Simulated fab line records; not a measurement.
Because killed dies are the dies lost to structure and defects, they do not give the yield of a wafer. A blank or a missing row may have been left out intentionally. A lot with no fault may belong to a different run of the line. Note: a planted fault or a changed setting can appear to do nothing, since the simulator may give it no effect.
Chamber matching    flow n5-finfet    3 sister chambers for N5_PASSIVATION_PECVD_00 on pecvd-02
The step deposits SiO2 from SiH4/N2O, target thk 200 nm, time 11.2 s. 3 wafers are shown with their chamber, then 10 later ones without.

EACH WAFER AND ITS CHAMBER
wafer   chamber  throttle-valve-pct (%)
L087.2  1        54.3
L089.1  0        48.6
L089.4  2        51.3

WAFERS WITH NO CHAMBER GIVEN
wafer   throttle-valve-pct (%)
L089.6  48.5
L094.1  54.2
L094.5  48.6
L094.6  51.4
L097.3  48.9
L097.5  51.6
L097.6  54.6
L095.1  54.4
L095.2  48.7
L095.5  54.6

CHAMBER TAKEN BY EACH
wafer   from the rows above  in truth
L089.6  0                    0
L094.1  1                    1
L094.5  0                    0
L094.6  2                    2
L097.3  0                    0
L097.5  2                    2
L097.6  1                    1
L095.1  1                    1
L095.2  0                    0
L095.5  1                    1
Correctly placed: 10 of 10. From these rows, 0 cannot be placed. 0 placed wrongly.
How it was worked out, from the rows above alone: a wafer's distance from a chamber is the root of the sum, over the readings, of the square of ((its reading less the chamber's mean) divided by the reading's scatter). If the next closest chamber is less than 2 further off than the closest, the wafer can't be placed; otherwise it belongs to the closest. A chamber's mean is the mean of its shown wafers. The scatter (one wafer shown for each chamber): square how far every hidden wafer sits from the nearest shown wafer, average those squares and take the square root.
